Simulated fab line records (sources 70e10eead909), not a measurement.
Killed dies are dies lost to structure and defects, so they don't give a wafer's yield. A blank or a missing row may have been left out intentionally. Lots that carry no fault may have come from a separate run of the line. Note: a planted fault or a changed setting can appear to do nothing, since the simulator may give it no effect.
A struck lot beside a sound one | flow nandHarc | 15 steps out of a route of 1302
Sound: these wafers, L851.1, L851.4, L851.5. Wafers L836.2, L836.3, L836.5 were the ones struck. The cause comes at the end.
Order at every step that has rows: each side's tool, ch and its chambers, its first start. Under that, the readings that differ: sound wafers | struck wafers | difference of the means | sigmas: that difference in standard deviations of wafers without a fault.
alike: a reading whose means differ by less than 2 such deviations, as well as words and numbers matching on both sides. not compared: withheld readings; readings where some wafer has no value; bounds like >300 that might hide an equal value; numbers whose values overlap and for which the record gives no deviation.
Wherever a step has rows on one side only, a row that says differs or no value, or a row with sigmas, the two part there. Numbers that don't overlap but have no deviation are shown without sigmas and don't part them. A reading that every wafer of one side lacks parts them only if that side has two wafers or more.

first, 1 step without rows for these wafers: NHARC_P_GATE_STRIP_96 (strips in SPM, time 900 s).
NHARC_P_GATE_RTA_64: time 1 s.
  sound on rtpAnneal-02 ch 0, day 15 02:21; struck on rtpAnneal-01 ch 0, day 8 16:17
reading          | sound          | struck         | difference | sigmas
lampPowerPct (%) | 37.5 37.5 37.4 | 36.1 36.1 36.1 | -1.4       | -2
  alike: lamp_zone_3_pct, wafer_temp_C_max
then, 1 step without rows for these wafers: NHARC_P_GATE_ETCH_77 (etches SiO2 in dHF, target depth 6 nm).
NHARC_P_GATE_DEGAS_109: time 60 s.
  sound on pvdSputter-01 at day 15 02:39; struck on pvdSputter-03 at day 8 16:33
  alike: heaterPowerW, susceptorTempC
then, 3 steps without rows for these wafers: NHARC_P_GATE_PRE_CLEAN_110 (time 30 s); NHARC_P_GATE_SPUTTER_78 (material Ni, target thk 10 nm); NHARC_P_GATE_SPUTTER_79 (material TiN, target thk 10 nm).
NHARC_P_GATE_RTA_80: time 30 s.
  sound on rtpAnneal-01 ch 0, day 15 02:57; struck on rtpAnneal-02 ch 0, day 8 16:53
reading             | sound          | struck         | difference | sigmas
lampPowerPct (%)    | 2.15 2.15 2.15 | 2.23 2.23 2.23 | +0.08      | +2
lamp_zone_3_pct (%) | 2.15 2.15 2.15 | 2.23 2.23 2.23 | +0.08      | +2
  alike: wafer_temp_C_max
then, 2 steps without rows for these wafers: NHARC_P_GATE_STRIP_67 (strips in SPM, time 600 s); NHARC_P_GATE_RTA_82 (time 30 s).
NHARC_P_GATE_INSPECT_68:
  sound on defectInspect-01 at day 15 03:36; struck on defectInspect-02 at day 8 17:30
  alike: rawDefectCount
NHARC_P_CONTACT_DEP_30: deposits SiNx, target thk 30 nm.
  sound on pecvd-04 ch 0,1, day 15 03:43; struck on pecvd-02 ch 0,1,2, day 8 17:34
  alike: heaterPowerOuterW, heaterPowerW, susceptorTempC
NHARC_P_CONTACT_DEP_00: deposits SiO2, target thk 500 nm.
  sound on pecvd-04 ch 0,1, day 15 03:56; struck on pecvd-02 ch 0,1,2, day 8 17:49
  no value came back on the struck wafers for any of 5 readings (chamberPressureTorr (Torr), flowSccm (sccm) and others); on the sound wafers chamberPressureTorr (Torr) reads 6.506 6.488 6.498
NHARC_P_CONTACT_CMP_01: polishes SiO2, target thk 200 nm.
  sound on cmp-02 ch 0,1,3, day 15 04:26; struck on cmp-02 ch 0,2,3, day 8 18:20
  alike: motorCurrentA, retainingRingPressureFrac
-- record jumps: 19 days between struck wafers' starts before vs after; left off in module P_CONTACT, resumes in module END, first step shown is number 1302 of the route --
NHARC_END_SORT_01:
  here the record holds rows for the struck wafers (prober-02 ch 0, day 27 09:27) but none for the sound ones

WHERE THEY PART
At NHARC_P_GATE_RTA_64 first; at NHARC_END_SORT_01 last (within this record only).

WHY: what the simulator had put in
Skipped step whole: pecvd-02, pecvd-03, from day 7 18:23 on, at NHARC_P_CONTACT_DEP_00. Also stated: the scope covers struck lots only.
